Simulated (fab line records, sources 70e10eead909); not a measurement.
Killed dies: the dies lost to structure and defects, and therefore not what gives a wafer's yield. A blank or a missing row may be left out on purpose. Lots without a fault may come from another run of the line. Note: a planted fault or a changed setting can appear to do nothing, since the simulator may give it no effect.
Matching of chambers || flow nandHarc || NHARC_P_M0_CMP_23 on cmp-04: 4 sister chambers
The step polishes, t overpolish 20 s, target thk 117.54 nm. 8 wafers are shown with their chamber, then 8 later ones without.

WAFERS WITH THEIR CHAMBER
{"wafer": "L086.6", "chamber": 1, "motorCurrentA (A)": 9.1, "timeToEndpointS (s)": 34.0}
{"wafer": "L088.2", "chamber": 0, "motorCurrentA (A)": 10.0, "timeToEndpointS (s)": 30.5}
{"wafer": "L088.3", "chamber": 2, "motorCurrentA (A)": 11.5, "timeToEndpointS (s)": 28.4}
{"wafer": "L088.5", "chamber": 3, "motorCurrentA (A)": 11.8, "timeToEndpointS (s)": 29.7}
{"wafer": "L090.1", "chamber": 3, "motorCurrentA (A)": 12.4, "timeToEndpointS (s)": 30.4}
{"wafer": "L090.2", "chamber": 2, "motorCurrentA (A)": 11.3, "timeToEndpointS (s)": 31.3}
{"wafer": "L090.3", "chamber": 0, "motorCurrentA (A)": 9.7, "timeToEndpointS (s)": 32.5}
{"wafer": "L091.2", "chamber": 1, "motorCurrentA (A)": 9.7, "timeToEndpointS (s)": 32.3}

WAFERS WITHOUT THEIR CHAMBER
{"wafer": "L091.4", "motorCurrentA (A)": 11.3, "timeToEndpointS (s)": 29.6}
{"wafer": "L091.5", "motorCurrentA (A)": 9.4, "timeToEndpointS (s)": 27.3}
{"wafer": "L094.1", "motorCurrentA (A)": 9.5, "timeToEndpointS (s)": 30.4}
{"wafer": "L094.2", "motorCurrentA (A)": 12.2, "timeToEndpointS (s)": 26.4}
{"wafer": "L094.4", "motorCurrentA (A)": 9.5, "timeToEndpointS (s)": 30.7}
{"wafer": "L097.2", "motorCurrentA (A)": 9.6, "timeToEndpointS (s)": 30.2}
{"wafer": "L097.4", "motorCurrentA (A)": 11.2, "timeToEndpointS (s)": 28.2}
{"wafer": "L097.6", "motorCurrentA (A)": 12.2, "timeToEndpointS (s)": 25.7}

WHICH CHAMBER EACH ONE RAN IN
{"wafer": "L091.4", "from the rows above": 2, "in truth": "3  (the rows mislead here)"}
{"wafer": "L091.5", "from the rows above": "can't be placed: 0 or 1", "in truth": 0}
{"wafer": "L094.1", "from the rows above": "can't be placed: 0 or 1", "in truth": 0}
{"wafer": "L094.2", "from the rows above": "can't be placed: 3 or 2", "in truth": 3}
{"wafer": "L094.4", "from the rows above": "can't be placed: 0 or 1", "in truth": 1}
{"wafer": "L097.2", "from the rows above": "can't be placed: 0 or 1", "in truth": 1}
{"wafer": "L097.4", "from the rows above": "can't be placed: 2 or 3", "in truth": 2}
{"wafer": "L097.6", "from the rows above": "can't be placed: 3 or 2", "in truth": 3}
Correct placement for 0 of the 8. Cannot be placed on the basis of these rows: 7; the candidates contain the true chamber in 7. Wrongly placed: 1.
How it was worked out, from the rows above alone: a wafer's distance from a chamber is the root of the sum, over the readings, of the square of ((its reading less the chamber's mean) divided by the reading's scatter). If the next closest chamber is less than 2 further off than the closest, the wafer can't be placed; otherwise it belongs to the closest. For every chamber, the mean is computed from those of its wafers that are shown. The scatter: the root of (the sum of the squares of (reading less its chamber's mean) over the shown wafers, divided by (wafers less chambers)).
